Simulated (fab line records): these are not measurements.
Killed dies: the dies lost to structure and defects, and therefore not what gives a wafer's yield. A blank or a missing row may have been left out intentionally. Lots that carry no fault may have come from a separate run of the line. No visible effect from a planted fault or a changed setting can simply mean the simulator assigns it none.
Chamber matching | flow n5-finfet | rie-diel-02 running N5_BEOL_M9_DESCUM_33: 4 sister chambers
The step chemistry O2, time 7 s. 18 wafers are shown with their chamber, then 9 later ones without.

== WAFERS, EACH WITH ITS CHAMBER ==
wafer  | chamber | throttle-valve-pct (%) | drypump-motor-current-A (A) | oes-product-au (a.u.)
L077.1 | 3       | 20.56                  | 5.5                         | 0.74
L077.4 | 1       | 20.65                  | 5.7                         | 0.96
L077.6 | 2       | 19.99                  | 5.0                         | 0.95
L078.1 | 1       | 20.67                  | 5.7                         | 0.95
L078.3 | 2       | 19.97                  | 5.0                         | 0.95
L078.6 | 0       | 20.85                  | 5.2                         | 0.74
L080.1 | 1       | 20.66                  | 5.6                         | 0.96
L080.2 | 3       | 20.57                  | 5.5                         | 0.74
L080.4 | 2       | 19.98                  | 5.0                         | 0.95
L083.1 | 3       | 20.56                  | 5.5                         | 0.73
L083.2 | 1       | 20.68                  | 5.6                         | 0.93
L083.4 | 2       | 20.00                  | 5.0                         | 0.92
L088.1 | 2       | 19.99                  | 5.0                         | 0.92
L088.2 | 3       | 20.59                  | 5.5                         | 0.72
L088.5 | 2       | 20.00                  | 5.0                         | 0.92
L090.1 | 2       | 20.01                  | 5.0                         | 0.92
L090.3 | 3       | 20.60                  | 5.5                         | 0.73
L090.5 | 1       | 20.68                  | 5.6                         | 0.92

SIGNATURES, as means of the wafers listed above
reading                 | chamber 0 | chamber 1 | chamber 2 | chamber 3 | scatter within a chamber
throttle-valve-pct      | 20.8500   | 20.6680   | 19.9914   | 20.5760   | 0.0148
drypump-motor-current-A | 5.200     | 5.640     | 5.000     | 5.500     | 0.0293
oes-product-au          | 0.7400    | 0.9440    | 0.9329    | 0.7320    | 0.015
Rule: distance of a wafer from a chamber = root of the sum over the readings of ((wafer's reading minus chamber's mean) / reading's scatter) squared. The wafer belongs to the nearest chamber; if the next one is less than 2 further off, it can't be placed. The scatter: the root of (the sum of the squares of (reading less its chamber's mean) over the shown wafers, divided by (wafers less chambers)).

== WAFERS MISSING THEIR CHAMBER ==
wafer  | throttle-valve-pct (%) | drypump-motor-current-A (A) | oes-product-au (a.u.)
L094.2 | 20.71                  | 5.6                         | 0.90
L094.5 | 20.89                  | 5.2                         | 0.71
L094.6 | 20.71                  | 5.6                         | 0.90
L092.1 | 20.61                  | 5.5                         | 0.72
L092.2 | 20.01                  | 5.0                         | 0.88
L092.5 | 20.70                  | 5.6                         | 0.90
L093.2 | 20.91                  | 5.2                         | 0.70
L093.4 | 20.91                  | 5.2                         | 0.70
L093.6 | 20.70                  | 5.6                         | 0.89

== WHICH CHAMBER EACH WENT THROUGH ==
wafer  | from the rows above | in truth
L094.2 | 1                   | 1
L094.5 | 0                   | 0
L094.6 | 1                   | 1
L092.1 | 3                   | 3
L092.2 | 2                   | 2
L092.5 | 1                   | 1
L093.2 | 0                   | 0
L093.4 | 0                   | 0
L093.6 | 1                   | 1
Correctly placed: 9 of 9. Can't be placed from these rows: 0. Number placed wrongly: 0.
